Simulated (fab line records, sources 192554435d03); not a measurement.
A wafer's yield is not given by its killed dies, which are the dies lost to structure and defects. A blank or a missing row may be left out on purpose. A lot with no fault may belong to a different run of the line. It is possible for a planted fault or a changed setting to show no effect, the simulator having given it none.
fab line records | flow n5_finfet
record: lots: 7 wafers: 39
route steps=1938 shown BEOL_M14@1716 MIM_BOT@1833
start_h: start of the lot's first displayed wafer, in hours after the record's first day | wait_h: hours elapsed since this lot's preceding step | " the same as in the row above | L1.1+2: several wafers, shown together as one row | - value missing, or start not given | * or withheld: withheld | < > ~ a bound
route shown NAME@n: names a module that has steps shown in the file, with the first one's number in the route | usual: the fault-free wafers' mean and standard deviation | same: alike in all rows | chamber/n: place in a boat | sites: the reading at each site | _std_site: how widely they spread, as a standard deviation | _edge_site: the outer-site mean with the inner-site mean subtracted | radius_mm: for every site, how far away it sits from the centre of the wafer | mask NAME#n: copy n | behind: the last tool/chamber to shape the wafer | hold: why the lot went on hold/how many hours it stayed there/how the hold came to an end | device: the transistor (n, p or np) that didn't switch | end of line: tests run on the same wafers once the route is complete | a step given without rows: its recipe and nothing more | killed: not the wafer's yield, but the dies lost to structure and defects at the first sort | map: a wafer's dies, x killed, . not, _ none there
set.NAME: the run value of the setting; set.NAME@STEP: its run value at that earlier step | model.NAME: the simulator's own value behind a step, which no gauge read
lots with deliberately changed settings; one table per step, one row per wafer
== steps ==
step: N5_BEOL_M14_ILD_DEP_00
recipe: material: SiO2 target_thk_a: 11193 temp_c: 400 precursor: TEOS/O2 pressure_torr: 6.5 rf_w: 900 teos_flow_sccm: 161.4 gas: O2 flow_sccm: 2650 time_s: 237.4
columns lot.wafer tool chamber start_h wait_h set.time_s model.SiO2_of_BEOL_M14_ILD_DEP_00.thk_nm
L074.1 pecvd-04 1 220.88 0.0 237.4 1081
L074.2 " 0 " " 237.4 1090
L074.3 " 0 " " 237.4 1112
L074.4 " 1 " " 237.4 1118
L074.5 " 1 " " 237.4 1121
L074.6 " 0 " " 237.4 1107
L077.1 pecvd-04 2 243.37 0.0 237.4 1138
L077.2 " 1 " " 306 1433
L077.3 " 0 " " 306 1438
L077.4 " 0 " " 306 1464
L077.5 " 2 " " 237.4 1137
L077.6 " 1 " " 237.4 1140
L078.1 pecvd-04 0 260.38 0.0 372.5 1725
L078.2 " 1 " " 372.5 1730
L078.3 " 2 " " 372.5 1727
L078.4 " 0 " " 237.4 1120
L078.5 " 2 " " 237.4 1119
L078.6 " 1 " " 237.4 1116
L076.1 pecvd-04 1 272.58 0.0 237.4 1092
L076.2 " 2 " " 168.4 777.4
L076.3 " 0 " " 237.4 1075
L076.4 " 1 " " 168.4 792
L076.5 " 0 " " 237.4 1104
L076.6 " 2 " " 168.4 775.4
L086.1 pecvd-04 0 324.14 0.0 237.4 1087
L086.4 " 1 " " 237.4 1104
L086.6 " 2 " " 237.4 1113
L092.1 pecvd-01 1 365.12 0.0 237.4 1104
L092.2 " 0 " " 237.4 1101
L092.3 " 2 " " 237.4 1115
L092.4 " 2 " " 237.4 1130
L092.5 " 1 " " 237.4 1116
L092.6 " 0 " " 237.4 1108
L097.1 pecvd-02 0 384.98 0.0 304.1 1420
L097.2 " 2 " " 304.1 1405
L097.3 " 1 " " 237.4 1106
L097.4 " 1 " " 237.4 1107
L097.5 " 2 " " 237.4 1118
L097.6 " 0 " " 304.1 1435
step: N5_BEOL_M14_THK_MEAS_01
recipe: reads: SiO2_of_BEOL_M14_ILD_DEP_00
usual: M14_ILD_THK: 1114/15
columns lot.wafer tool chamber start_h wait_h set.time_s@BEOL_M14_ILD_DEP_00 M14_ILD_THK[nm]
L074.1 film_metro-02 - 221.15 0.2 237.4 1081
L074.2 " - " " 237.4 1089
L074.3 " - " " 237.4 1111
L074.4 " - " " 237.4 1118
L074.5 " - " " 237.4 1122
L074.6 " - " " 237.4 1107
L077.1 film_metro-02 - 243.56 0.1 237.4 1138
L077.2 " - " " 306 1434
L077.3 " - " " 306 1438
L077.4 " - " " 306 1466
L077.5 " - " " 237.4 1137
L077.6 " - " " 237.4 1140
L078.1 film_metro-02 - 260.57 0.1 372.5 1726
L078.2 " - " " 372.5 1730
L078.3 " - " " 372.5 1726
L078.4 " - " " 237.4 1120
L078.5 " - " " 237.4 1120
L078.6 " - " " 237.4 1115
L076.1 film_metro-02 - 272.77 0.1 237.4 1092
L076.2 " - " " 168.4 778
L076.3 " - " " 237.4 1075
L076.4 " - " " 168.4 791
L076.5 " - " " 237.4 1104
L076.6 " - " " 168.4 776
L086.1 film_metro-01 - 324.33 0.1 237.4 1087
L086.4 " - " " 237.4 1104
L086.6 " - " " 237.4 1113
L092.1 film_metro-01 - 365.31 0.1 237.4 1103
L092.2 " - " " 237.4 1102
L092.3 " - " " 237.4 1114
L092.4 " - " " 237.4 1130
L092.5 " - " " 237.4 1116
L092.6 " - " " 237.4 1108
L097.1 film_metro-01 - 385.17 0.1 304.1 1420
L097.2 " - " " 304.1 1404
L097.3 " - " " 237.4 1107
L097.4 " - " " 237.4 1106
L097.5 " - " " 237.4 1118
L097.6 " - " " 304.1 1435
step: N5_BEOL_M14_COAT_58
recipe: resist: BARC temp_c: 205 time_s: 60 spin_rpm: 1500 resist_thk_nm: 89
step: N5_BEOL_M14_COAT_04
recipe: spin_rpm: 1704 resist_thk_nm: 800
step: N5_BEOL_M14_DESCUM_15
recipe: chemistry: O2 time_s: 7.9 source_power_w: 50 bias_power_w: 20 pressure_mtorr: 20 rf_frequency_hz: 2.712e+07 temp_c: 40 o2_flow_sccm: 225
step: N5_BEOL_M14_ETCH_59
recipe: chemistry: N2/H2 target: BARC target_depth_a: 890 overetch_a: 267 time_s: 67.9 ion_energy_ev: 200 pressure_mtorr: 30 source_w: 840 bias_w: 150 n2_flow_sccm: 200 h2_flow_sccm: 200
step: N5_BEOL_M14_VIA_ETCH_16
recipe: chemistry: C4F8/O2/Ar target: SiO2 he_inner_torr: 15 he_outer_torr: 30 target_depth_a: 12313 time_s: withheld ion_energy_ev: 800 pressure_mtorr: 20 source_w: 1905 bias_w: 2040 Ar_flow_sccm: 400 C4F8_flow_sccm: 16 O2_flow_sccm: 12 ends: cleared
columns lot.wafer tool chamber start_h wait_h set.time_s@BEOL_M14_ILD_DEP_00 model.etch.depth_nm model.coat_of_BEOL_M14_COAT_04.thk_nm
L074.1 rie_diel-04 3 221.76 0.0 * 1081 457.2
L074.2 " 1 " " * 1090 459
L074.3 " 0 " " * 1112 455
L074.4 " 2 " " * 1118 452
L074.5 " 0 " " * 1121 453.2
L074.6 " 3 " " * 1107 451.2
L077.1 rie_diel-04 1 244.05 0.0 * 1138 455.4
L077.2 " 2 " " * 1433 383.2
L077.3 " 3 " " * 1438 376
L077.4 " 0 " " * 1464 375.4
L077.5 " 2 " " * 1137 453.4
L077.6 " 3 " " * 1140 449.6
L078.1 rie_diel-03 3 261.18 0.0 * 1725 317.8
L078.2 " 2 " " * 1730 313.6
L078.3 " 0 " " * 1727 316
L078.4 " 0 " " * 1120 457.8
L078.5 " 3 " " * 1119 460.8
L078.6 " 2 " " * 1116 459.4
L076.1 rie_diel-01 3 273.28 0.0 * 1092 461.4
L076.2 " 2 " " * 777.3 538.6
L076.3 " 1 " " * 1075 467.4
L076.4 " 0 " " * 792 536
L076.5 " 3 " " * 1104 461.4
L076.6 " 2 " " * 775.3 539.4
L086.1 rie_diel-04 2 325.00 0.0 * 1087 467.2
L086.4 " 0 " " * 1104 461.8
L086.6 " 3 " " * 1113 459.4
L092.1 rie_diel-03 3 365.94 0.0 * 1104 460.2
L092.2 " 2 " " * 1101 459
L092.3 " 1 " " * 1115 456.8
L092.4 " 0 " " * 1130 452.4
L092.5 " 0 " " * 1116 454.8
L092.6 " 1 " " * 1108 454.2
L097.1 rie_diel-04 3 385.66 0.0 * 1420 381.6
L097.2 " 1 " " * 1405 390.6
L097.3 " 0 " " * 1106 457.8
L097.4 " 2 " " * 1107 455.4
L097.5 " 0 " " * 1118 455.4
L097.6 " 1 " " * 1435 383.4
step: N5_BEOL_M14_STRIP_63
recipe: chemistry: O2 power_w: 600 temp_c: 60 pressure_mtorr: 30 rf_frequency_hz: 6e+07 bias_power_w: 0 overash_fraction: 0.3 o2_flow_sccm: 225
step: N5_BEOL_M14_STRIP_64
recipe: chemistry: O2 power_w: 600 temp_c: 60 pressure_mtorr: 30 rf_frequency_hz: 6e+07 bias_power_w: 0 overash_fraction: 0.3 o2_flow_sccm: 225
step: N5_BEOL_M14_STRIP_71
recipe: chemistry: post_etch_residue_remover time_s: 60 temp_c: 25 remover_ph: withheld remover_water_wt_pct: withheld remover_fluoride_wt_pct: withheld
step: N5_BEOL_M14_SRD_72
recipe: time_s: 30 temp_c: 23 rinse_liquid: diw dry: n2_spin spin_rpm: 1500 dry_time_s: 30
step: N5_BEOL_M14_CD_MEAS_17
recipe: target_cd_nm: 250 polarity: opening
usual: cd_nm: 250.5/1.6
columns lot.wafer tool chamber start_h wait_h set.time_s@BEOL_M14_ILD_DEP_00 cd_nm
L074.1 cd_sem-03 - 222.11 0.0 237.4 251.4
L074.2 " - " " 237.4 250.7
L074.3 " - " " 237.4 249.1
L074.4 " - " " 237.4 250.6
L074.5 " - " " 237.4 250.8
L074.6 " - " " 237.4 250.3
L077.1 cd_sem-03 - 244.40 0.0 237.4 250.1
L077.2 " - " " 306 255.2
L077.3 " - " " 306 253.5
L077.4 " - " " 306 253.4
L077.5 " - " " 237.4 251.9
L077.6 " - " " 237.4 251.8
L078.1 cd_sem-01 - 261.53 0.0 372.5 253.0
L078.2 " - " " 372.5 252.8
L078.3 " - " " 372.5 255.4
L078.4 " - " " 237.4 248.6
L078.5 " - " " 237.4 247.6
L078.6 " - " " 237.4 248.5
L076.1 cd_sem-03 - 273.63 0.0 237.4 251.2
L076.2 " - " " 168.4 248.6
L076.3 " - " " 237.4 249.0
L076.4 " - " " 168.4 246.4
L076.5 " - " " 237.4 251.9
L076.6 " - " " 168.4 246.8
L086.1 cd_sem-03 - 325.39 0.0 237.4 251.5
L086.4 " - " " 237.4 250.5
L086.6 " - " " 237.4 252.1
L092.1 cd_sem-01 - 366.28 0.0 237.4 250.8
L092.2 " - " " 237.4 251.7
L092.3 " - " " 237.4 252.9
L092.4 " - " " 237.4 251.7
L092.5 " - " " 237.4 252.3
L092.6 " - " " 237.4 252.5
L097.1 cd_sem-02 - 386.13 0.0 304.1 254.0
L097.2 " - " " 304.1 254.8
L097.3 " - " " 237.4 249.0
L097.4 " - " " 237.4 253.1
L097.5 " - " " 237.4 249.8
L097.6 " - " " 304.1 255.7
step: N5_MIM_BOT_SPUTTER_00
recipe: material: TiN target_thk_a: 350 temp_c: 200 power_w: 3000 chamber_pressure_pa: 0.49996 gas: Ar reactive_partial_pa: 0.37997 time_s: 89.7
columns lot.wafer tool chamber start_h wait_h set.target_thk_a model.TiN_of_MIM_BOT_SPUTTER_00.thk_nm
L074.1 pvd_sputter-02 - 232.85 0.0 240.7 23.8
L074.2+6 " - " " 350 35
L074.3+5 " - " " 240.7 24.4
L074.4 " - " " 350 35.2
L077.1 pvd_sputter-01 - 256.06 0.0 350 35.4
L077.2 " - " " 422.5 42.4
L077.3+6 " - " " 422.5 42.6
L077.4+5 " - " " 350 35.2
L078.1+4+6 pvd_sputter-02 - 273.47 0.0 350 34.6
L078.2+3+5 " - " " 350 34.8
L076.1 pvd_sputter-03 - 285.75 0.0 280.3 28
L076.2 " - " " 350 34.8
L076.3 " - " " 350 35
L076.4+5 " - " " 280.3 27.8
L076.6 " - " " 350 34.6
L086.1 pvd_sputter-03 - 338.07 0.0 350 34.4
L086.4 " - " " 350 34.2
L086.6 " - " " 350 34.6
L092.1 pvd_sputter-01 - 381.73 0.0 350 35.2
L092.2+4 " - " " 442.2 44.4
L092.3 " - " " 350 35.4
L092.5 " - " " 442.2 44.6
L092.6 " - " " 350 35
L097.1+5 pvd_sputter-02 - 400.03 0.0 350 35.4
L097.2 " - " " 494.3 49.4
L097.3 " - " " 494.3 49.6
L097.4 " - " " 494.3 50
L097.6 " - " " 350 35.2
== key ==
split: step: N5_BEOL_M14_ILD_DEP_00 setting: time_s stated: 237.4 by: wafer
response: step: N5_BEOL_M14_ILD_DEP_00 reading: model.SiO2_of_BEOL_M14_ILD_DEP_00.thk_nm change: +10.7 per: 1% r: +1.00
response: step: N5_BEOL_M14_THK_MEAS_01 reading: M14_ILD_THK change: +10.7 per: 1% r: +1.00
response: step: N5_BEOL_M14_VIA_ETCH_16 reading: model.etch.depth_nm change: +10.7 per: 1% r: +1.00
response: step: N5_BEOL_M14_VIA_ETCH_16 reading: model.coat_of_BEOL_M14_COAT_04.thk_nm change: -2.54 per: 1% r: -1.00
response: step: N5_BEOL_M14_CD_MEAS_17 reading: cd_nm change: +0.107 per: 1% r: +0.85
split: step: N5_MIM_BOT_SPUTTER_00 setting: target_thk_a stated: 350 by: wafer
response: step: N5_MIM_BOT_SPUTTER_00 reading: model.TiN_of_MIM_BOT_SPUTTER_00.thk_nm change: +0.349 per: 1% r: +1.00
